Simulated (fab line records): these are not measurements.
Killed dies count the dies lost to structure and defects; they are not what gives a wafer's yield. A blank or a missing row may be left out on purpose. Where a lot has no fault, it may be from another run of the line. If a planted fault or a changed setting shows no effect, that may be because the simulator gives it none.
Matching of chambers / flow n5 finfet / N5_MOL_CONTACT_COAG_ETCHBACK_132 on rie diel-06: 4 sister chambers
The step etches SiO2 in CHF3, target depth 10 nm, time 6.7 s. 4 wafers are shown with their chamber, then 10 later ones without.

== EACH WAFER AND ITS CHAMBER ==
wafer=L081.6; chamber=1; drypump motor current A (A)=5.8
wafer=L083.6; chamber=0; drypump motor current A (A)=5.8
wafer=L086.2; chamber=2; drypump motor current A (A)=4.9
wafer=L086.3; chamber=3; drypump motor current A (A)=6.0

== WAFERS WITHOUT THEIR CHAMBER ==
wafer=L086.6; drypump motor current A (A)=6.0
wafer=L088.1; drypump motor current A (A)=5.8
wafer=L088.2; drypump motor current A (A)=5.7
wafer=L088.3; drypump motor current A (A)=4.9
wafer=L089.1; drypump motor current A (A)=6.0
wafer=L089.3; drypump motor current A (A)=5.7
wafer=L089.5; drypump motor current A (A)=4.9
wafer=L095.4; drypump motor current A (A)=5.8
wafer=L095.5; drypump motor current A (A)=4.9
wafer=L095.6; drypump motor current A (A)=6.0

== WHICH CHAMBER EACH WENT THROUGH ==
wafer=L086.6; from the rows above=3; in truth=3
wafer=L088.1; from the rows above=can't be placed: 0 or 1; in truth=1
wafer=L088.2; from the rows above=can't be placed: 0 or 1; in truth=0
wafer=L088.3; from the rows above=2; in truth=2
wafer=L089.1; from the rows above=3; in truth=3
wafer=L089.3; from the rows above=can't be placed: 0 or 1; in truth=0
wafer=L089.5; from the rows above=2; in truth=2
wafer=L095.4; from the rows above=can't be placed: 0 or 1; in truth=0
wafer=L095.5; from the rows above=2; in truth=2
wafer=L095.6; from the rows above=3; in truth=3
Placed correctly: 6 of 10. These rows do not allow placing 4 (true chamber among the candidates in 4). 0 placed wrongly.
How it was worked out, from the rows above alone: a wafer's distance from a chamber is the root of the sum, over the readings, of the square of ((its reading less the chamber's mean) divided by the reading's scatter). The wafer belongs to the nearest chamber; if the next one is less than 2 further off, it can't be placed. Each chamber's mean is taken over the wafers shown for it. The scatter (one wafer shown for each chamber): square how far every hidden wafer sits from the nearest shown wafer, average those squares and take the square root.
